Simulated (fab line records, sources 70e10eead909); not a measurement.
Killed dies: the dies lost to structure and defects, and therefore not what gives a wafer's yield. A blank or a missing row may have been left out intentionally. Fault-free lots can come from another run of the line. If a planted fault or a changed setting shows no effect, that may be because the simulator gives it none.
Matching of chambers || flow nand_harc || NHARC_A_STAIRCASE_DEP_322 on pecvd-01: 3 sister chambers
The step deposits SiO2, target thk 7200 nm. 3 wafers are shown with their chamber, then 12 later ones without.

## WAFERS PAIRED WITH THEIR CHAMBERS
{"wafer": "L091.2", "chamber": 2, "heater_power_w (W)": 741}
{"wafer": "L091.3", "chamber": 0, "heater_power_w (W)": 675}
{"wafer": "L091.6", "chamber": 1, "heater_power_w (W)": 582}

## WAFERS WITH NO CHAMBER GIVEN
{"wafer": "L090.1", "heater_power_w (W)": 677}
{"wafer": "L090.5", "heater_power_w (W)": 579}
{"wafer": "L090.6", "heater_power_w (W)": 584}
{"wafer": "L094.1", "heater_power_w (W)": 763}
{"wafer": "L094.2", "heater_power_w (W)": 703}
{"wafer": "L094.4", "heater_power_w (W)": 603}
{"wafer": "L095.2", "heater_power_w (W)": 669}
{"wafer": "L095.3", "heater_power_w (W)": 606}
{"wafer": "L095.6", "heater_power_w (W)": 560}
{"wafer": "L096.2", "heater_power_w (W)": 741}
{"wafer": "L096.4", "heater_power_w (W)": 628}
{"wafer": "L096.5", "heater_power_w (W)": 570}

## THE CHAMBER EACH PASSED THROUGH
{"wafer": "L090.1", "from the rows above": 0, "in truth": 0}
{"wafer": "L090.5", "from the rows above": 1, "in truth": 1}
{"wafer": "L090.6", "from the rows above": 1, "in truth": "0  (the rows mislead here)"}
{"wafer": "L094.1", "from the rows above": 2, "in truth": 2}
{"wafer": "L094.2", "from the rows above": "can't be placed: 0 or 2", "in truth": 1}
{"wafer": "L094.4", "from the rows above": 1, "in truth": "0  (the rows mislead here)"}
{"wafer": "L095.2", "from the rows above": 0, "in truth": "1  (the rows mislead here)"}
{"wafer": "L095.3", "from the rows above": 1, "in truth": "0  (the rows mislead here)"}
{"wafer": "L095.6", "from the rows above": 1, "in truth": 1}
{"wafer": "L096.2", "from the rows above": 2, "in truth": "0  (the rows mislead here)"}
{"wafer": "L096.4", "from the rows above": "can't be placed: 1 or 0", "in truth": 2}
{"wafer": "L096.5", "from the rows above": 1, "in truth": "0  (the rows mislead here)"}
Placed correctly: 4 of 12. From these rows, 2 cannot be placed; in 0 the true chamber is one of the candidates. 6 placed wrongly.
How it was worked out, from the rows above alone: a wafer's distance from a chamber is the root of the sum, over the readings, of the square of ((its reading less the chamber's mean) divided by the reading's scatter). If the next closest chamber is less than 2 further off than the closest, the wafer can't be placed; otherwise it belongs to the closest. A chamber's mean is the mean of its shown wafers. The scatter (one wafer shown for each chamber): square how far every hidden wafer sits from the nearest shown wafer, average those squares and take the square root.
